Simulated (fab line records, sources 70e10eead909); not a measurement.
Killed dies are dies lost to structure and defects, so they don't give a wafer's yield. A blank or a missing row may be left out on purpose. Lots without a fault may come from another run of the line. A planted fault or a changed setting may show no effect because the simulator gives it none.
Tool commonality check | flow nand_harc | 11 lots, 33 wafers sampled

WHY IT WAS OPENED
At NHARC_P_GATE_CD_MEAS_46 the reading cd_nm is flagged on 1 of 11 lots. Wafers without a fault read 719.6 nm, standard deviation 1.4.
Rule: a lot is flagged when every wafer of it that has a number lies more than 4 standard deviations from that mean, or none has a number. The other lots count as sound.

lot  | measured     | on        | cd_nm (nm), wafer by wafer | flag
L834 | day 5 22:04  | cd_sem-03 | 717.9 718.6 719.2          |
L836 | day 7 01:36  | cd_sem-01 | 718.8 721.1 719.7          |
L838 | day 7 23:55  | cd_sem-01 | 719.8 719.8 719.9          |
L839 | day 8 09:58  | cd_sem-02 | 719.7 720.0 719.4          |
L840 | day 8 17:52  | cd_sem-02 | 716.8 717.4 718.9          |
L841 | day 9 00:48  | cd_sem-03 | 720.4 720.7 719.8          |
L842 | day 9 13:58  | cd_sem-01 | 718.9 718.0 719.3          |
L844 | day 10 12:07 | cd_sem-01 | 695.7 695.0 695.7          | FLAGGED
L848 | day 12 01:39 | cd_sem-03 | 721.2 719.6 722.2          |
L852 | day 13 06:14 | cd_sem-01 | 719.9 718.7 716.6          |
L855 | day 14 18:02 | cd_sem-02 | 719.9 719.0 720.3          |
The numbers of the flagged lots are 695.5 nm on average: -24.1 nm against the usual, or -17 standard deviations.

WHICH TOOL RAN EACH LOT
The record holds 3 process steps before the reading, out of a route of 1302 steps. In each cell: the tool, then ch and the chambers that the sampled wafers went through, then the start.
lot  | flag    | NHARC_P_GATE_ETCH_104              | NHARC_P_GATE_STRIP_101             | NHARC_P_GATE_EXPOSE_43
L834 |         | rie_diel-07 ch 2,3, day 5 10:27    | rie_diel-10 ch 0,2, day 5 21:09    | krf_scanner-03 ch 0, day 5 21:55
L836 |         | rie_diel-07 ch 1,3, day 6 13:45    | rie_diel-06 ch 0,1, day 7 00:41    | krf_scanner-01 ch 0, day 7 01:27
L838 |         | rie_diel-06 ch 0,2,3, day 7 12:17  | rie_diel-07 ch 1,2,3, day 7 23:00  | krf_scanner-01 ch 0, day 7 23:46
L839 |         | rie_diel-07 ch 1,2,3, day 7 22:23  | rie_diel-10 ch 0,3, day 8 09:10    | krf_scanner-01 ch 0, day 8 09:50
L840 |         | rie_diel-06 ch 0,1,2, day 8 06:08  | rie_diel-07 ch 1,2, day 8 17:05    | krf_scanner-01 ch 0, day 8 17:43
L841 |         | rie_diel-07 ch 1,2,3, day 8 13:00  | rie_diel-07 ch 1,2, day 8 23:53    | krf_scanner-02 ch 0, day 9 00:39
L842 |         | rie_diel-10 ch 0,1,2, day 9 02:25  | rie_diel-06 ch 0,1,3, day 9 13:11  | krf_scanner-02 ch 0, day 9 13:49
L844 | FLAGGED | rie_diel-10 ch 0,2,3, day 10 00:31 | rie_diel-06 ch 1,2,3, day 10 11:12 | krf_scanner-01 ch 0, day 10 11:58
L848 |         | rie_diel-10 ch 1,2,3, day 11 13:59 | rie_diel-07 ch 0,1,3, day 12 00:44 | krf_scanner-03 ch 0, day 12 01:29
L852 |         | rie_diel-10 ch 0,1,2, day 12 18:37 | rie_diel-10 ch 1,2,3, day 13 05:19 | krf_scanner-01 ch 0, day 13 06:05
L855 |         | rie_diel-10 ch 0,1,2, day 14 04:19 | rie_diel-06 ch 0,1,2, day 14 17:06 | krf_scanner-02 ch 0, day 14 17:53
What these steps do:
- NHARC_P_GATE_ETCH_104: etches the open film in CF4/CHF3, target depth 60 nm.
- NHARC_P_GATE_STRIP_101: strips in O2, time 20 s.
- NHARC_P_GATE_EXPOSE_43: exposes mask P NSD, target cd 720 nm.
- NHARC_P_GATE_CD_MEAS_46: target cd 720 nm.

FLAGGED OVER TOTAL, TOOL BY TOOL (the gauges that took the reading come last)
step                    | tool           | lots run | flagged | share of the flagged lots | sound lots run after its first flagged lot
NHARC_P_GATE_ETCH_104   | rie_diel-06    | 2        | 0       | none                      | -
NHARC_P_GATE_ETCH_104   | rie_diel-07    | 4        | 0       | none                      | -
NHARC_P_GATE_ETCH_104   | rie_diel-10    | 5        | 1       | all                       | 3 (L848,L852,L855)
NHARC_P_GATE_STRIP_101  | rie_diel-06    | 4        | 1       | all                       | 1 (L855)
NHARC_P_GATE_STRIP_101  | rie_diel-07    | 4        | 0       | none                      | -
NHARC_P_GATE_STRIP_101  | rie_diel-10    | 3        | 0       | none                      | -
NHARC_P_GATE_EXPOSE_43  | krf_scanner-01 | 6        | 1       | all                       | 1 (L852)
NHARC_P_GATE_EXPOSE_43  | krf_scanner-02 | 3        | 0       | none                      | -
NHARC_P_GATE_EXPOSE_43  | krf_scanner-03 | 2        | 0       | none                      | -
NHARC_P_GATE_CD_MEAS_46 | cd_sem-01      | 5        | 1       | all                       | 1 (L852)
NHARC_P_GATE_CD_MEAS_46 | cd_sem-02      | 3        | 0       | none                      | -
NHARC_P_GATE_CD_MEAS_46 | cd_sem-03      | 3        | 0       | none                      | -

WHAT THE TABLE ALLOWS
4 rows of the table ran every flagged lot: rie_diel-10 at NHARC_P_GATE_ETCH_104, rie_diel-06 at NHARC_P_GATE_STRIP_101, krf_scanner-01 at NHARC_P_GATE_EXPOSE_43, cd_sem-01 at NHARC_P_GATE_CD_MEAS_46.
- rie_diel-10 at NHARC_P_GATE_ETCH_104: 1 of its 5 lots flagged. Sound lots ran on it after the first flagged one (L848, L852, L855), which a lasting fault on the whole tool wouldn't allow.
- rie_diel-06 at NHARC_P_GATE_STRIP_101: 1 of its 4 lots flagged. Sound lots ran on it after the first flagged one (L855), which a lasting fault on the whole tool wouldn't allow.
- krf_scanner-01 at NHARC_P_GATE_EXPOSE_43: 1 of its 6 lots flagged. Sound lots ran on it after the first flagged one (L852), which a lasting fault on the whole tool wouldn't allow.
- cd_sem-01 at NHARC_P_GATE_CD_MEAS_46: 1 of its 5 lots flagged. Sound lots ran on it after the first flagged one (L852), which a lasting fault on the whole tool wouldn't allow.
No row of the table ran every flagged lot and no sound lot after the first.

WHAT THE SIMULATOR HAD PUT IN
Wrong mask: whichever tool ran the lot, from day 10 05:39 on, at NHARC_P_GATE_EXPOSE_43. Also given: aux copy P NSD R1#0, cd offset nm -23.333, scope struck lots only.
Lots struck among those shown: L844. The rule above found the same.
